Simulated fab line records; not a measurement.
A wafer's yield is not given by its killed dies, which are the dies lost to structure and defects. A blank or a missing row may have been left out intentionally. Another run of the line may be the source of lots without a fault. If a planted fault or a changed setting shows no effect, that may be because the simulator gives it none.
Struck lot and sound lot, side by side	flow n5 finfet	16 out of 1938 route steps
Sound: these wafers, L512.2, L512.3, L512.6. The struck wafers were L522.1, L522.3. At the end, the cause is stated.
Order at every step that has rows: each side's tool, ch and its chambers, its first start. Under that, the readings that differ: sound wafers	struck wafers	difference of the means	sigmas: that difference in standard deviations of wafers without a fault.
alike: readings whose means differ by less than 2 such deviations, and words and numbers that are the same on both sides. not compared: withheld readings, readings that some wafer has no value for, bounds like >300 that may hide the same value, and numbers for which the record gives no deviation and whose values overlap.
The two part at a step that has a row with sigmas, a row that says differs or no value, or rows on one side only. Numbers that don't overlap but have no deviation are shown without sigmas and don't part them. A reading that every wafer of one side lacks parts them only if that side has two wafers or more.

N5_BEOL_M9_HM_DEP_02: deposits TiN, target thk 20 nm.
  struck on pvd sputter-01, day 14 22:53; sound on pvd sputter-03, day 11 12:58
  alike: susceptor temp C, throttle valve pct
then, 8 steps without rows for these wafers: N5_BEOL_M9_COAT_59 (time 60 s, resist thk 100 nm); N5_BEOL_M9_COAT_60 (time 60 s, resist thk 30 nm); N5_BEOL_M9_COAT_05 (resist thk 90 nm); N5_BEOL_M9_EBR_07; N5_BEOL_M9_SOFTBAKE_06 (time 60 s); N5_BEOL_M9_EXPOSE_08 (exposes mask M9); N5_BEOL_M9_PEB_09 (peb time 60 s); N5_BEOL_M9_DEVELOP_10 (develop time 30 s).
N5_BEOL_M9_CD_MEAS_11: target cd 64.1 nm.
  sound on cd sem-02 ch 0, day 11 13:20; struck on cd sem-02 ch 0, day 14 23:23
  alike: cd nm
N5_BEOL_M9_OVL_MEAS_12:
  sound on overlay-01 ch 0, day 11 13:22; struck on overlay-01 ch 0, day 14 23:25
  alike: M9_OVL
N5_BEOL_M9_INSPECT_13: inspects for defects (brightfield).
  struck on defect inspect-01, day 14 23:26; sound on defect inspect-02, day 11 13:23
  alike: raw defect count
N5_BEOL_M9_DESCUM_16: chemistry O2, time 7.9 s.
  sound on rie diel-06 ch 1,2,3, day 11 13:50; struck on rie diel-06 ch 1,2, day 14 23:28
reading	sound	struck	difference	sigmas
model.CAR-ArF_of_BEOL_M9_COAT_05.thk nm (nm)	83.2 83 83.4	82.4 82.4	-0.8	
  alike: drypump motor current A, oes product au, rf vpp V, showerhead plenum p Torr, throttle valve pct
  not compared: rf hours counter h
N5_BEOL_M9_ETCH_61: etches SiARC in CF4, target depth 39 nm, time 65 s.
  sound on rie diel-06 ch 1,2,3, day 11 13:52; struck on rie diel-06 ch 1,2, day 14 23:30
reading	sound	struck	difference	sigmas
model.CAR-ArF_of_BEOL_M9_COAT_05.thk nm (nm)	55.4 55 55.6	54.2 54.6	-0.9	
  alike: drypump motor current A, etch rf on time s, oes product au, rf vpp V, showerhead plenum p Torr, throttle valve pct
  not compared: rf hours counter h
N5_BEOL_M9_ETCH_62: etches SOC in N2/H2, target depth 110 nm, overetch 22 nm, time 165 s.
  sound on rie diel-06 ch 1,2,3, day 11 13:55; struck on rie diel-06 ch 1,2, day 14 23:33
  alike: drypump motor current A, oes product au, rf vpp V, showerhead plenum p Torr, throttle valve pct
  not compared: rf hours counter h
N5_PASSIVATION_PROBE_49:
  the record holds rows for the sound wafers here (prober-02, day 14 02:30) but none for the struck ones

== WHERE THEY PART ==
Only at N5_PASSIVATION_PROBE_49, as far as this record shows.

WHY: what had been put in by the simulator
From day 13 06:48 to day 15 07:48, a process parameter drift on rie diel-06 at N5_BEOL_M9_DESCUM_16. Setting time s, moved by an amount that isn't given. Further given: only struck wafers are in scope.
